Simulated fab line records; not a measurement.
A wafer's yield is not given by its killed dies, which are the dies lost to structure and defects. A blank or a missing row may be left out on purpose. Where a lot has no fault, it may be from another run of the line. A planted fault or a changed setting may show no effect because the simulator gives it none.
Which tool was responsible? / flow nand_harc / 12 lots with 36 wafers sampled at 5 steps, on a route of 1302 steps

## WHAT EACH GAUGE READ, for each wafer
NHARC_END_SORT_01.
lot=L742; measured=day 32 23:24; on=prober-02; killed_at_array=71 76 77; killed_at_other=0 0 0; killed_at_periphery=2 3 3; killed_dies=73 79 80; killed_open=7 3 4; killed_short=1 0 4
lot=L749; measured=day 34 11:32; on=prober-02; killed_at_array=54 41 46; killed_at_other=2 1 0; killed_at_periphery=2 2 2; killed_dies=58 44 48; killed_open=1 1 3; killed_short=3 3 3

## EACH LOT AND THE TOOL THAT RAN IT (in order: tool; ch and the chambers of the sampled wafers; start)
lot=L726; NHARC_A_CHANNEL_HOLE_D2_ETCH_44=rie_diel-12 ch 0,1,2, day 13 12:36; NHARC_A_CHANNEL_FILL_D2_ALD_02=ald_hk-04 ch 2,3, day 13 14:20; NHARC_A_CHANNEL_FILL_D2_ALD_15=ald_sin_batch-02 ch 0, day 15 09:13 or earlier; NHARC_A_CHANNEL_FILL_D2_ETCHBACK_08=rie_diel-04 ch 0,2,3, day 15 09:13
lot=L727; NHARC_A_CHANNEL_HOLE_D2_ETCH_44=rie_diel-07 ch 0,2,3, day 13 22:18; NHARC_A_CHANNEL_FILL_D2_ALD_02=ald_hk-04 ch 1,3, day 13 23:28; NHARC_A_CHANNEL_FILL_D2_ALD_15=ald_sin_batch-01 ch 0, day 15 17:05 or earlier; NHARC_A_CHANNEL_FILL_D2_ETCHBACK_08=rie_diel-08 ch 2,3, day 15 17:05
lot=L728; NHARC_A_CHANNEL_HOLE_D2_ETCH_44=rie_diel-02 ch 0,1,2, day 14 10:05; NHARC_A_CHANNEL_FILL_D2_ALD_02=ald_hk-04 ch 0,2,3, day 14 11:36; NHARC_A_CHANNEL_FILL_D2_ALD_15=ald_sin_batch-02 ch 0, day 16 01:53 or earlier; NHARC_A_CHANNEL_FILL_D2_ETCHBACK_08=rie_diel-03 ch 1,3, day 16 01:53
lot=L730; NHARC_A_CHANNEL_HOLE_D2_ETCH_44=rie_diel-07 ch 0,1,2, day 14 21:31; NHARC_A_CHANNEL_FILL_D2_ALD_02=ald_hk-03 ch 0,3, day 14 22:40; NHARC_A_CHANNEL_FILL_D2_ALD_15=ald_sin_batch-01 ch 0, day 16 15:58 or earlier; NHARC_A_CHANNEL_FILL_D2_ETCHBACK_08=rie_diel-04 ch 1,2, day 16 15:58
lot=L732; NHARC_A_CHANNEL_HOLE_D2_ETCH_44=rie_diel-12 ch 0,1, day 16 07:51; NHARC_A_CHANNEL_FILL_D2_ALD_02=ald_hk-04 ch 0,3, day 16 09:10; NHARC_A_CHANNEL_FILL_D2_ALD_15=ald_sin_batch-03 ch 0, day 18 02:44 or earlier; NHARC_A_CHANNEL_FILL_D2_ETCHBACK_08=rie_diel-04 ch 0,1,2, day 18 02:44
lot=L733; NHARC_A_CHANNEL_HOLE_D2_ETCH_44=rie_diel-07 ch 0,2, day 16 07:54; NHARC_A_CHANNEL_FILL_D2_ALD_02=ald_hk-01 ch 0,2,3, day 16 09:17; NHARC_A_CHANNEL_FILL_D2_ALD_15=ald_sin_batch-03 ch 0, day 16 19:18; NHARC_A_CHANNEL_FILL_D2_ETCHBACK_08=rie_diel-08 ch 0,1,2, day 18 02:47
lot=L742; NHARC_A_CHANNEL_HOLE_D2_ETCH_44=rie_diel-12 ch 0,1, day 20 20:32; NHARC_A_CHANNEL_FILL_D2_ALD_02=ald_hk-04 ch 0,1,3, day 20 21:56; NHARC_A_CHANNEL_FILL_D2_ALD_15=ald_sin_batch-02 ch 0, day 22 15:35 or earlier; NHARC_A_CHANNEL_FILL_D2_ETCHBACK_08=rie_diel-04 ch 2,3, day 22 15:35
lot=L743; NHARC_A_CHANNEL_HOLE_D2_ETCH_44=rie_diel-12 ch 0,3, day 20 21:11; NHARC_A_CHANNEL_FILL_D2_ALD_02=ald_hk-04 ch 1,2,3, day 20 22:26; NHARC_A_CHANNEL_FILL_D2_ALD_15=ald_sin_batch-02 ch 0, day 22 15:41 or earlier; NHARC_A_CHANNEL_FILL_D2_ETCHBACK_08=rie_diel-04 ch 0,1, day 22 15:41
lot=L745; NHARC_A_CHANNEL_HOLE_D2_ETCH_44=rie_diel-07 ch 1,2, day 21 21:26; NHARC_A_CHANNEL_FILL_D2_ALD_02=ald_hk-01 ch 0,1,2, day 21 22:42; NHARC_A_CHANNEL_FILL_D2_ALD_15=ald_sin_batch-03 ch 0, day 23 20:48 or earlier; NHARC_A_CHANNEL_FILL_D2_ETCHBACK_08=rie_diel-03 ch 0,3, day 23 20:48
lot=L746; NHARC_A_CHANNEL_HOLE_D2_ETCH_44=rie_diel-12 ch 1,2,3, day 22 01:12; NHARC_A_CHANNEL_FILL_D2_ALD_02=ald_hk-03 ch 1,3, day 22 02:29; NHARC_A_CHANNEL_FILL_D2_ALD_15=ald_sin_batch-03 ch 0, day 23 20:43 or earlier; NHARC_A_CHANNEL_FILL_D2_ETCHBACK_08=rie_diel-03 ch 0,3, day 23 20:43
lot=L748; NHARC_A_CHANNEL_HOLE_D2_ETCH_44=rie_diel-02 ch 0,1,3, day 22 18:50; NHARC_A_CHANNEL_FILL_D2_ALD_02=ald_hk-03 ch 1,2,3, day 22 20:01; NHARC_A_CHANNEL_FILL_D2_ALD_15=ald_sin_batch-01 ch 0, day 24 15:06 or earlier; NHARC_A_CHANNEL_FILL_D2_ETCHBACK_08=rie_diel-08 ch 0,1,2, day 24 15:06
lot=L749; NHARC_A_CHANNEL_HOLE_D2_ETCH_44=rie_diel-02 ch 0,1,3, day 23 08:42; NHARC_A_CHANNEL_FILL_D2_ALD_02=ald_hk-03 ch 0,2,3, day 23 09:52; NHARC_A_CHANNEL_FILL_D2_ALD_15=ald_sin_batch-01 ch 0, day 25 07:16 or earlier; NHARC_A_CHANNEL_FILL_D2_ETCHBACK_08=rie_diel-08 ch 0,2,3, day 25 07:16
- NHARC_A_CHANNEL_HOLE_D2_ETCH_44: etches the open film in CF4/O2, target depth 140 nm, overetch 14 nm, time 77 s.
- NHARC_A_CHANNEL_FILL_D2_ALD_02: deposits SiO2, target thk 6 nm, pulse time 10 s, ald cycles 60.
- NHARC_A_CHANNEL_FILL_D2_ALD_15: deposits SiNx, target thk 2 nm, pulse time 60 s, ald cycles 19.
- NHARC_A_CHANNEL_FILL_D2_ETCHBACK_08: etches the open film in C4F8, target depth 220 nm, time 110 s.

## WHAT THE TOOLS THEMSELVES READ (means of the sampled wafers that have a number; where no wafer has one, the mark that the record gives instead)
NHARC_A_CHANNEL_HOLE_D2_ETCH_44.
lot=L726; tool=rie_diel-12; drypump_motor_current_A (A)=5.3; oes_product_au (a.u.)=1.016; rf_vpp_V (V)=198.4; showerhead_plenum_p_Torr (Torr)=1.38; throttle_valve_pct (%)=13.389
lot=L727; tool=rie_diel-07; drypump_motor_current_A (A)=5.6; oes_product_au (a.u.)=0.986; rf_vpp_V (V)=197.2; showerhead_plenum_p_Torr (Torr)=1.28; throttle_valve_pct (%)=13.393
lot=L728; tool=rie_diel-02; drypump_motor_current_A (A)=5.7; oes_product_au (a.u.)=1.004; rf_vpp_V (V)=196.9; showerhead_plenum_p_Torr (Torr)=1.32; throttle_valve_pct (%)=13.394
lot=L730; tool=rie_diel-07; drypump_motor_current_A (A)=5.8; oes_product_au (a.u.)=0.991; rf_vpp_V (V)=198.0; showerhead_plenum_p_Torr (Torr)=1.33; throttle_valve_pct (%)=13.395
lot=L732; tool=rie_diel-12; drypump_motor_current_A (A)=5.6; oes_product_au (a.u.)=0.999; rf_vpp_V (V)=198.7; showerhead_plenum_p_Torr (Torr)=1.40; throttle_valve_pct (%)=13.400
lot=L733; tool=rie_diel-07; drypump_motor_current_A (A)=5.4; oes_product_au (a.u.)=0.996; rf_vpp_V (V)=196.4; showerhead_plenum_p_Torr (Torr)=1.28; throttle_valve_pct (%)=13.399
lot=L742; tool=rie_diel-12; drypump_motor_current_A (A)=5.6; oes_product_au (a.u.)=1.004; rf_vpp_V (V)=198.9; showerhead_plenum_p_Torr (Torr)=1.40; throttle_valve_pct (%)=13.393
lot=L743; tool=rie_diel-12; drypump_motor_current_A (A)=5.2; oes_product_au (a.u.)=1.015; rf_vpp_V (V)=198.6; showerhead_plenum_p_Torr (Torr)=1.35; throttle_valve_pct (%)=13.404
lot=L745; tool=rie_diel-07; drypump_motor_current_A (A)=6.0; oes_product_au (a.u.)=0.993; rf_vpp_V (V)=198.1; showerhead_plenum_p_Torr (Torr)=1.35; throttle_valve_pct (%)=13.398
lot=L746; tool=rie_diel-12; drypump_motor_current_A (A)=5.2; oes_product_au (a.u.)=0.996; rf_vpp_V (V)=197.3; showerhead_plenum_p_Torr (Torr)=1.35; throttle_valve_pct (%)=13.398
lot=L748; tool=rie_diel-02; drypump_motor_current_A (A)=5.7; oes_product_au (a.u.)=1.004; rf_vpp_V (V)=198.0; showerhead_plenum_p_Torr (Torr)=1.32; throttle_valve_pct (%)=13.391
lot=L749; tool=rie_diel-02; drypump_motor_current_A (A)=5.7; oes_product_au (a.u.)=1.006; rf_vpp_V (V)=197.5; showerhead_plenum_p_Torr (Torr)=1.32; throttle_valve_pct (%)=13.392

NHARC_A_CHANNEL_FILL_D2_ALD_02.
lot=L726; tool=ald_hk-04; heater_power_w (W)=483; precursor_pulse_height_rel=0.991
lot=L727; tool=ald_hk-04; heater_power_w (W)=504; precursor_pulse_height_rel=1.007
lot=L728; tool=ald_hk-04; heater_power_w (W)=484; precursor_pulse_height_rel=0.979
lot=L730; tool=ald_hk-03; heater_power_w (W)=435; precursor_pulse_height_rel=1.007
lot=L732; tool=ald_hk-04; heater_power_w (W)=495; precursor_pulse_height_rel=1.017
lot=L733; tool=ald_hk-01; heater_power_w (W)=476; precursor_pulse_height_rel=0.994
lot=L742; tool=ald_hk-04; heater_power_w (W)=492; precursor_pulse_height_rel=1.006
lot=L743; tool=ald_hk-04; heater_power_w (W)=479; precursor_pulse_height_rel=0.988
lot=L745; tool=ald_hk-01; heater_power_w (W)=481; precursor_pulse_height_rel=0.995
lot=L746; tool=ald_hk-03; heater_power_w (W)=460; precursor_pulse_height_rel=0.979
lot=L748; tool=ald_hk-03; heater_power_w (W)=531; precursor_pulse_height_rel=1.003
lot=L749; tool=ald_hk-03; heater_power_w (W)=528; precursor_pulse_height_rel=1.013

NHARC_A_CHANNEL_FILL_D2_ALD_15.
lot=L726; tool=ald_sin_batch-02; chamber_pressure_Torr (Torr)=2.004; precursor_pulse_height_rel=1.011
lot=L727; tool=ald_sin_batch-01; chamber_pressure_Torr (Torr)=1.997; precursor_pulse_height_rel=1.011
lot=L728; tool=ald_sin_batch-02; chamber_pressure_Torr (Torr)=1.996; precursor_pulse_height_rel=1.001
lot=L730; tool=ald_sin_batch-01; chamber_pressure_Torr (Torr)=1.999; precursor_pulse_height_rel=1.011
lot=L732; tool=ald_sin_batch-03; chamber_pressure_Torr (Torr)=1.995; precursor_pulse_height_rel=1.002
lot=L733; tool=ald_sin_batch-03; chamber_pressure_Torr (Torr)=2.000; precursor_pulse_height_rel=0.989
lot=L742; tool=ald_sin_batch-02; chamber_pressure_Torr (Torr)=1.998; precursor_pulse_height_rel=1.031
lot=L743; tool=ald_sin_batch-02; chamber_pressure_Torr (Torr)=2.003; precursor_pulse_height_rel=0.988
lot=L745; tool=ald_sin_batch-03; chamber_pressure_Torr (Torr)=2.003; precursor_pulse_height_rel=0.989
lot=L746; tool=ald_sin_batch-03; chamber_pressure_Torr (Torr)=2.005; precursor_pulse_height_rel=0.977
lot=L748; tool=ald_sin_batch-01; chamber_pressure_Torr (Torr)=2.002; precursor_pulse_height_rel=0.992
lot=L749; tool=ald_sin_batch-01; chamber_pressure_Torr (Torr)=2.005; precursor_pulse_height_rel=1.018

NHARC_A_CHANNEL_FILL_D2_ETCHBACK_08.
lot=L726; tool=rie_diel-04; oes_product_au (a.u.)=0.99; rf_vpp_V (V)=442.8; run_length_s (s)=131.4
lot=L727; tool=rie_diel-08; oes_product_au (a.u.)=0.92; rf_vpp_V (V)=441.8; run_length_s (s)=132.0
lot=L728; tool=rie_diel-03; oes_product_au (a.u.)=0.92; rf_vpp_V (V)=440.6; run_length_s (s)=131.3
lot=L730; tool=rie_diel-04; oes_product_au (a.u.)=1.00; rf_vpp_V (V)=443.7; run_length_s (s)=131.4
lot=L732; tool=rie_diel-04; oes_product_au (a.u.)=0.93; rf_vpp_V (V)=443.8; run_length_s (s)=131.3
lot=L733; tool=rie_diel-08; oes_product_au (a.u.)=0.92; rf_vpp_V (V)=441.6; run_length_s (s)=131.6
lot=L742; tool=rie_diel-04; oes_product_au (a.u.)=0.98; rf_vpp_V (V)=441.2; run_length_s (s)=144.8
lot=L743; tool=rie_diel-04; oes_product_au (a.u.)=0.92; rf_vpp_V (V)=443.1; run_length_s (s)=144.2
lot=L745; tool=rie_diel-03; oes_product_au (a.u.)=0.99; rf_vpp_V (V)=443.1; run_length_s (s)=131.9
lot=L746; tool=rie_diel-03; oes_product_au (a.u.)=0.92; rf_vpp_V (V)=443.5; run_length_s (s)=132.0
lot=L748; tool=rie_diel-08; oes_product_au (a.u.)=1.00; rf_vpp_V (V)=441.3; run_length_s (s)=131.3
lot=L749; tool=rie_diel-08; oes_product_au (a.u.)=0.94; rf_vpp_V (V)=440.2; run_length_s (s)=131.7

## THE ANSWER, worked out from the rows above alone
Rule: what is usual is taken from the lots themselves. The widest of any qualifying gaps counts: lots, ordered by their means at a reading, are off when they make up no more than a third of the lots, leave a main group of 4 or more, and stand apart from it by 3 or more times the standard deviation of that group's means. If all means in a main group match to the digits the tables above print for the reading, that group is not used. A lot without any number at a reading at which 4 lots or more have one is off too. Where the step has rows for the other lots, those lots are counted as sound. Order of review: gauges by route order, followed by the tools' own readings, for which a lot's mean as printed above is used. At the first step where some lot is off, the reading lying furthest off is the one used; lots without a number count as furthest.
Off: L742, L743, at NHARC_A_CHANNEL_FILL_D2_ETCHBACK_08 (run_length_s). The main group has a mean of 131.6 s with a standard deviation of 0.28.
If a tool, at that step or one of the process steps before it, ran each lot that is off and ran no sound lot following the first of them, it fits. With no start given for some of its lots, NHARC_A_CHANNEL_FILL_D2_ALD_15 uses the hours and lot order of NHARC_A_CHANNEL_FILL_D2_ETCHBACK_08. Can't be told from this: 3 tools fit, ald_hk-04 at NHARC_A_CHANNEL_FILL_D2_ALD_02, ald_sin_batch-02 at NHARC_A_CHANNEL_FILL_D2_ALD_15, rie_diel-04 at NHARC_A_CHANNEL_FILL_D2_ETCHBACK_08.

## WHAT THE SIMULATOR PUT IN
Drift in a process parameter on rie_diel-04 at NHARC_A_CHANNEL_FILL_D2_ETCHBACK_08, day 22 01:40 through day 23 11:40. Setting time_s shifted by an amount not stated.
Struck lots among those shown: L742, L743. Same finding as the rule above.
